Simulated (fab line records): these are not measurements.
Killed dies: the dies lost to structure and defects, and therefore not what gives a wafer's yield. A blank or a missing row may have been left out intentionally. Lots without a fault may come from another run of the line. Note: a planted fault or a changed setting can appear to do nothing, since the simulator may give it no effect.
Chamber matching    flow nand-harc    NHARC_P_CONTACT_STRIP_28 on rie-diel-11: 4 sister chambers
The step strips in O2. 8 wafers are shown with their chamber, then 11 later ones without.

## EACH WAFER AND ITS CHAMBER
wafer   chamber  showerhead-plenum-p-Torr (Torr)  drypump-motor-current-A (A)
L076.3  3        3.54                             6.3
L079.6  1        3.70                             5.8
L082.2  3        3.53                             6.3
L082.4  2        3.42                             5.2
L082.6  2        3.42                             5.2
L089.4  1        3.70                             5.9
L089.5  0        3.59                             6.6
L093.2  0        3.59                             6.6

## WAFERS WITHOUT THEIR CHAMBER
wafer   showerhead-plenum-p-Torr (Torr)  drypump-motor-current-A (A)
L093.3  3.42                             5.2
L093.6  3.42                             5.2
L094.3  3.53                             6.3
L094.5  3.59                             6.6
L094.6  3.69                             5.9
L097.1  3.53                             6.3
L097.4  3.69                             5.9
L097.6  3.42                             5.2
L096.1  3.59                             6.6
L096.2  3.42                             5.2
L096.4  3.53                             6.2

## EACH ONE'S CHAMBER
wafer   from the rows above  in truth
L093.3  2                    2
L093.6  2                    2
L094.3  3                    3
L094.5  0                    0
L094.6  1                    1
L097.1  3                    3
L097.4  1                    1
L097.6  2                    2
L096.1  0                    0
L096.2  2                    2
L096.4  3                    3
Correctly placed: 11 of 11. From these rows, 0 cannot be placed. Number placed wrongly: 0.
How it was worked out, from the rows above alone: a wafer's distance from a chamber is the root of the sum, over the readings, of the square of ((its reading less the chamber's mean) divided by the reading's scatter). If the next closest chamber is less than 2 further off than the closest, the wafer can't be placed; otherwise it belongs to the closest. Each chamber's mean is taken over the wafers shown for it. The scatter: take each reading less its chamber's mean, square it, sum over the shown wafers, divide by the number of wafers less the number of chambers, and take the root.
